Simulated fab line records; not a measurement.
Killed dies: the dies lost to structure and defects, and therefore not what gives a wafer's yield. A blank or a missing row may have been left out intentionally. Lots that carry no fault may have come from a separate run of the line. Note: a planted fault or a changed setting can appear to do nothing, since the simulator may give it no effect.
Which tool is to blame? + flow n5_finfet + 21 wafers from 7 lots sampled at 7 of the route's 1938 steps

WHAT THE GAUGES SHOWED, per wafer
N5_BEOL_M4_RC_MEAS_101. Usual: DIBL_N 35.9 mV/V, standard deviation 1.3; DIBL_P 35.9 mV/V, standard deviation 1.5; IOFF_N 0.152 nA/um, standard deviation 0.023; IOFF_P 0.204 nA/um, standard deviation 0.027; ION_N 673 uA/um, standard deviation 9.2; ION_P 462 uA/um, standard deviation 6.7; SS_N 71.4 mV/dec, standard deviation 0.48; SS_P 73.2 mV/dec, standard deviation 0.55; VT_N 250.3 mV, standard deviation 2.6; VT_P -250.6 mV, standard deviation 3.
| lot  | measured     | on        | DIBL_N (mV/V)  | DIBL_P (mV/V)  | IOFF_N (nA/um)    | IOFF_P (nA/um)    | ION_N (uA/um) | ION_P (uA/um) | SS_N (mV/dec)  | SS_P (mV/dec)  | VT_N (mV)         | VT_P (mV)            | flag |
|------|--------------|-----------|----------------|----------------|-------------------|-------------------|---------------|---------------|----------------|----------------|-------------------|----------------------|------|
| L923 | day 8 12:53  | prober-02 | 35.2 37.0 37.2 | 35.1 38.1 37.3 | 0.120 0.155 0.149 | 0.163 0.207 0.193 | 662 671 659   | 455 468 450   | 70.9 71.2 71.6 | 72.3 72.6 73.2 | 255.4 251.9 250.1 | -253.8 -251.8 -251.3 |      |
| L928 | day 9 16:45  | prober-01 | 36.4 37.3 35.5 | 35.8 37.5 35.5 | 0.154 0.167 0.135 | 0.200 0.220 0.189 | 679 662 666   | 463 460 463   | 72.0 71.9 71.7 | 73.5 74.8 72.9 | 249.3 248.3 249.8 | -250.5 -250.0 -253.4 |      |
| L929 | day 10 14:52 | prober-02 | 36.6 37.2 36.1 | 35.2 36.9 34.5 | 0.144 0.167 0.141 | 0.217 0.244 0.198 | 665 671 659   | 462 464 449   | 71.6 72.1 71.9 | 73.5 74.2 72.5 | 252.7 248.3 253.3 | -248.6 -249.5 -251.8 |      |
| L932 | day 12 03:04 | prober-02 | 35.7 35.0 35.9 | 35.5 35.2 36.2 | 0.134 0.127 0.143 | 0.188 0.198 0.209 | 669 665 681   | 455 460 461   | 71.1 70.7 71.7 | 72.7 72.8 73.8 | 249.5 251.2 248.9 | -249.6 -248.8 -248.1 |      |

TOOL THAT RAN EACH LOT (tool first, then ch and the chambers of the sampled wafers, then the start)
| lot  | N5_GATE_CUT_HM_DEP_46          | N5_GATE_CUT_ETCH_36               | N5_GATE_CUT_ETCH_19               | N5_GATE_CUT_CUT_ETCH_53          | N5_GATE_CUT_CUT_ETCH_54          | N5_GATE_CUT_STRIP_21                |
|------|--------------------------------|-----------------------------------|-----------------------------------|----------------------------------|----------------------------------|-------------------------------------|
| L923 | pecvd-03 ch 0,1,2, day 4 12:26 | rie_diel-03 ch 0,1,3, day 4 13:05 | rie_diel-03 ch 0,1,3, day 4 13:19 | rie_metal-02 ch 0,1, day 4 13:25 | rie_metal-02 ch 0,1, day 4 13:29 | plasma_asher-01 ch 0,1, day 4 13:43 |
| L928 | pecvd-02 ch 0,1,2, day 5 19:04 | rie_diel-01 ch 0,1,2, day 5 19:43 | rie_diel-01 ch 0,1,2, day 5 19:56 | rie_metal-03 ch 0,1, day 5 20:04 | rie_metal-03 ch 0,1, day 5 20:08 | plasma_asher-02 ch 0,1, day 5 20:22 |
| L929 | pecvd-01 ch 0,1, day 5 22:23   | rie_diel-06 ch 1,2,3, day 5 23:01 | rie_diel-06 ch 1,2,3, day 5 23:15 | rie_metal-01 ch 0,1, day 5 23:22 | rie_metal-01 ch 0,1, day 5 23:25 | plasma_asher-02 ch 0,1, day 5 23:39 |
| L932 | pecvd-03 ch 0,1, day 6 21:38   | rie_diel-01 ch 1,2, day 6 22:09   | rie_diel-01 ch 1,2, day 6 22:23   | rie_metal-03 ch 1, day 6 22:29   | rie_metal-03 ch 1, day 6 22:33   | plasma_asher-01 ch 0,1, day 6 22:47 |
| L942 | pecvd-03 ch 0,1,2, day 9 04:01 | rie_diel-01 ch 0,3, day 9 04:39   | rie_diel-01 ch 0,3, day 9 04:53   | rie_metal-02 ch 0,1, day 9 05:01 | rie_metal-02 ch 0,1, day 9 05:04 | plasma_asher-02 ch 0,1, day 9 05:18 |
| L943 | pecvd-01 ch 0,1,2, day 9 11:32 | rie_diel-01 ch 1,2,3, day 9 12:10 | rie_diel-01 ch 1,2,3, day 9 12:24 | rie_metal-03 ch 0,1, day 9 12:30 | rie_metal-03 ch 0,1, day 9 12:34 | plasma_asher-01 ch 0,1, day 9 12:47 |
| L944 | pecvd-01 ch 0,1,2, day 9 16:06 | rie_diel-03 ch 0,1,3, day 9 16:56 | rie_diel-03 ch 0,1,3, day 9 17:10 | rie_metal-02 ch 1, day 9 17:17   | rie_metal-02 ch 1, day 9 17:25   | plasma_asher-02 ch 0,1, day 9 17:50 |
- N5_GATE_CUT_HM_DEP_46: deposits SiO2 from TEOS/O2, target thk 130 nm, time 26.6 s.
- N5_GATE_CUT_ETCH_36: etches SiARC in CF4, target depth 13 nm, time 21.7 s.
- N5_GATE_CUT_ETCH_19: etches SiNx in CH3F/O2, target depth 53.7 nm, time 76.7 s.
- N5_GATE_CUT_CUT_ETCH_53: etches W in SF6/Cl2, target depth 79.2 nm.
- N5_GATE_CUT_CUT_ETCH_54: etches TiN in Cl2/BCl3, target depth 96.7 nm.
- N5_GATE_CUT_STRIP_21: strips in N2/H2, time 30 s.

WHAT THE TOOLS THEMSELVES READ (means of the sampled wafers that have a number; where no wafer has one, the mark that the record gives instead)
N5_GATE_CUT_HM_DEP_46. Usual: heater_power_outer_w 272 W, standard deviation 56; heater_power_w 503 W, standard deviation 85; showerhead_plenum_p_Torr 8.35 Torr, standard deviation 0.034; throttle_valve_pct 19.1 %, standard deviation 1.4.
| lot  | tool     | heater_power_outer_w (W) | heater_power_w (W) | showerhead_plenum_p_Torr (Torr) | throttle_valve_pct (%) | flag |
|------|----------|--------------------------|--------------------|---------------------------------|------------------------|------|
| L923 | pecvd-03 | 273                      | 523                | 8.35                            | 18.8                   |      |
| L928 | pecvd-02 | 292                      | 534                | 8.34                            | 19.2                   |      |
| L929 | pecvd-01 | 259                      | 481                | 8.35                            | 19.4                   |      |
| L932 | pecvd-03 | 277                      | 519                | 8.37                            | 20.1                   |      |
| L942 | pecvd-03 | 269                      | 499                | 8.36                            | 19.0                   |      |
| L943 | pecvd-01 | 224                      | 436                | 8.33                            | 19.1                   |      |
| L944 | pecvd-01 | 240                      | 458                | 8.34                            | 19.2                   |      |

N5_GATE_CUT_ETCH_36. Usual: bias_w 36.01 W, standard deviation 0.1; cf4_flow_sccm 100.00 sccm, standard deviation 0.29; drypump_motor_current_A 5.53 A, standard deviation 0.28; etch_rf_on_time_s 21.6 s, standard deviation 0.33; mfc_ar_sccm 100.0 sccm, standard deviation 0.34; oes_product_au 0.66 a.u., standard deviation 0.059; rf_vpp_V 183.8 V, standard deviation 1.2; showerhead_plenum_p_Torr 2.13 Torr, standard deviation 0.069; throttle_valve_pct 15.58 %, standard deviation 0.25.
| lot  | tool        | bias_w (W) | cf4_flow_sccm (sccm) | drypump_motor_current_A (A) | etch_rf_on_time_s (s) | mfc_ar_sccm (sccm) | oes_product_au (a.u.) | rf_vpp_V (V) | showerhead_plenum_p_Torr (Torr) | throttle_valve_pct (%) | flag |
|------|-------------|------------|----------------------|-----------------------------|-----------------------|--------------------|-----------------------|--------------|---------------------------------|------------------------|------|
| L923 | rie_diel-03 | 36.04      | 99.90                | 5.49                        | 21.6                  | 99.6               | 0.65                  | 183.4        | 2.08                            | 15.55                  |      |
| L928 | rie_diel-01 | 35.99      | 100.10               | 5.45                        | 21.5                  | 100.1              | 0.66                  | 184.3        | 2.17                            | 15.72                  |      |
| L929 | rie_diel-06 | 36.14      | 100.05               | 5.66                        | 21.6                  | 99.9               | 0.71                  | 184.8        | 2.16                            | 15.37                  |      |
| L932 | rie_diel-01 | 36.02      | 99.80                | 5.62                        | 21.5                  | 100.3              | 0.62                  | 184.8        | 2.18                            | 15.72                  |      |
| L942 | rie_diel-01 | 35.98      | 100.05               | 5.46                        | 21.5                  | 100.1              | 0.67                  | 184.0        | 2.10                            | 15.47                  |      |
| L943 | rie_diel-01 | 36.03      | 99.94                | 5.65                        | 21.5                  | 100.2              | 0.63                  | 183.8        | 2.13                            | 15.62                  |      |
| L944 | rie_diel-03 | 36.07      | 99.83                | 5.49                        | 21.6                  | 99.9               | 0.63                  | 183.1        | 2.07                            | 15.63                  |      |

N5_GATE_CUT_ETCH_19. Usual: CH3F_flow_sccm 30.01 sccm, standard deviation 0.1; O2_flow_sccm 20.00 sccm, standard deviation 0.054; drypump_motor_current_A 5.52 A, standard deviation 0.28; etch_rf_on_time_s 76.7 s, standard deviation 1.1; mfc_ar_sccm 150.0 sccm, standard deviation 0.51; oes_product_au 0.66 a.u., standard deviation 0.059; rf_vpp_V 298 V, standard deviation 3.2; showerhead_plenum_p_Torr 1.99 Torr, standard deviation 0.066; throttle_valve_pct 16.32 %, standard deviation 0.25.
| lot  | tool        | CH3F_flow_sccm (sccm) | O2_flow_sccm (sccm) | drypump_motor_current_A (A) | etch_rf_on_time_s (s) | mfc_ar_sccm (sccm) | oes_product_au (a.u.) | rf_vpp_V (V) | showerhead_plenum_p_Torr (Torr) | throttle_valve_pct (%) | flag |
|------|-------------|-----------------------|---------------------|-----------------------------|-----------------------|--------------------|-----------------------|--------------|---------------------------------|------------------------|------|
| L923 | rie_diel-03 | 29.99                 | 20.02               | 5.50                        | 77.3                  | 149.9              | 0.64                  | 295          | 1.94                            | 16.29                  |      |
| L928 | rie_diel-01 | 30.09                 | 19.97               | 5.44                        | 76.1                  | 150.0              | 0.66                  | 299          | 2.03                            | 16.44                  |      |
| L929 | rie_diel-06 | 29.95                 | 20.00               | 5.67                        | 76.5                  | 149.8              | 0.71                  | 299          | 2.02                            | 16.12                  |      |
| L932 | rie_diel-01 | 30.04                 | 20.04               | 5.62                        | 76.7                  | 149.9              | 0.62                  | 299          | 2.04                            | 16.45                  |      |
| L942 | rie_diel-01 | -                     | -                   | -                           | -                     | -                  | -                     | -            | -                               | -                      | OFF  |
| L943 | rie_diel-01 | -                     | -                   | -                           | -                     | -                  | -                     | -            | -                               | -                      | OFF  |
| L944 | rie_diel-03 | -                     | -                   | -                           | -                     | -                  | -                     | -            | -                               | -                      | OFF  |

N5_GATE_CUT_CUT_ETCH_53. Usual: SF6_flow_sccm 40.00 sccm, standard deviation 0.12; bias_w 79.99 W, standard deviation 0.27; drypump_motor_current_A 5.5 A, standard deviation 0.4; etch_rf_on_time_s 26.3 s, standard deviation 0.36; oes_product_au 0.70 a.u., standard deviation 0.089; throttle_valve_pct 29.04 %, standard deviation 0.3.
| lot  | tool         | SF6_flow_sccm (sccm) | bias_w (W) | drypump_motor_current_A (A) | etch_rf_on_time_s (s) | oes_product_au (a.u.) | throttle_valve_pct (%) | flag |
|------|--------------|----------------------|------------|-----------------------------|-----------------------|-----------------------|------------------------|------|
| L923 | rie_metal-02 | 39.82                | 80.19      | 5.3                         | 26.3                  | 0.67                  | 28.98                  |      |
| L928 | rie_metal-03 | 39.97                | 79.92      | 5.9                         | 25.8                  | 0.80                  | 28.86                  |      |
| L929 | rie_metal-01 | 39.96                | 79.90      | 5.8                         | 26.5                  | 0.62                  | 29.03                  |      |
| L932 | rie_metal-03 | 40.02                | 80.18      | 5.3                         | 26.4                  | 0.83                  | 28.78                  |      |
| L942 | rie_metal-02 | 40.09                | 80.00      | 5.2                         | 34.3                  | 0.27                  | 27.61                  | OFF  |
| L943 | rie_metal-03 | 40.18                | 79.83      | 5.9                         | 34.3                  | 0.31                  | 27.48                  | OFF  |
| L944 | rie_metal-02 | 39.91                | 79.83      | 5.1                         | 34.3                  | 0.28                  | 27.99                  | OFF  |

N5_GATE_CUT_CUT_ETCH_54. Usual: bcl3_flow_sccm 21.76 sccm, standard deviation 0.061; bias_w 126.0 W, standard deviation 0.37; drypump_motor_current_A 5.5 A, standard deviation 0.4; etch_rf_on_time_s 36.7 s, standard deviation 0.55; mfc_ar_sccm 25.00 sccm, standard deviation 0.077; oes_product_au 0.70 a.u., standard deviation 0.089; throttle_valve_pct 22.38 %, standard deviation 0.26.
| lot  | tool         | bcl3_flow_sccm (sccm) | bias_w (W) | drypump_motor_current_A (A) | etch_rf_on_time_s (s) | mfc_ar_sccm (sccm) | oes_product_au (a.u.) | throttle_valve_pct (%) | flag |
|------|--------------|-----------------------|------------|-----------------------------|-----------------------|--------------------|-----------------------|------------------------|------|
| L923 | rie_metal-02 | 21.80                 | 125.8      | 5.2                         | 36.6                  | 25.07              | 0.67                  | 22.32                  |      |
| L928 | rie_metal-03 | 21.79                 | 126.1      | 6.0                         | 36.2                  | 24.97              | 0.79                  | 22.19                  |      |
| L929 | rie_metal-01 | 21.76                 | 125.6      | 5.8                         | 36.9                  | 25.05              | 0.62                  | 22.42                  |      |
| L932 | rie_metal-03 | 21.77                 | 126.1      | 5.3                         | 36.7                  | 24.83              | 0.83                  | 22.14                  |      |
| L942 | rie_metal-02 | 21.72                 | 126.0      | 5.3                         | 47.9                  | 24.96              | 0.27                  | 22.89                  | OFF  |
| L943 | rie_metal-03 | 21.73                 | 125.8      | 6.0                         | 47.9                  | 25.02              | 0.31                  | 22.76                  | OFF  |
| L944 | rie_metal-02 | 21.75                 | 126.3      | 5.1                         | 47.9                  | 25.07              | 0.28                  | 23.22                  | OFF  |

N5_GATE_CUT_STRIP_21. Usual: drypump_motor_current_A 5.34 A, standard deviation 0.24; heater_power_w 349 W, standard deviation 15.
| lot  | tool            | drypump_motor_current_A (A) | heater_power_w (W) | flag |
|------|-----------------|-----------------------------|--------------------|------|
| L923 | plasma_asher-01 | 5.45                        | 353                |      |
| L928 | plasma_asher-02 | 5.41                        | 356                |      |
| L929 | plasma_asher-02 | 5.42                        | 355                |      |
| L932 | plasma_asher-01 | 5.19                        | 341                |      |
| L942 | plasma_asher-02 | 5.30                        | 345                |      |
| L943 | plasma_asher-01 | 5.22                        | 341                |      |
| L944 | plasma_asher-02 | 5.41                        | 359                |      |

THE ANSWER, worked out from the rows above alone
Rule: lot off if the mean of its wafers having a number is beyond 3 standard deviations from the usual mean. A lot without any number at a reading at which 4 lots or more have one is off too. The other lots that the step has rows for count as sound. After the gauges, taken in route order, come the tools' own readings; for these a lot's mean is taken, as printed above. The first step at which some lot is off is used, and at that step the reading that is off furthest; a lot without a number counts as furthest.
Off: L942, L943, L944, at N5_GATE_CUT_ETCH_19 (CH3F_flow_sccm). Without a number there: L942, L943, L944.
A tool fits if, at that step or a process step before it, it ran every lot that is off, and no sound lot after the first of them. Of those tried, none fits.

WHAT THE SIMULATOR PUT IN
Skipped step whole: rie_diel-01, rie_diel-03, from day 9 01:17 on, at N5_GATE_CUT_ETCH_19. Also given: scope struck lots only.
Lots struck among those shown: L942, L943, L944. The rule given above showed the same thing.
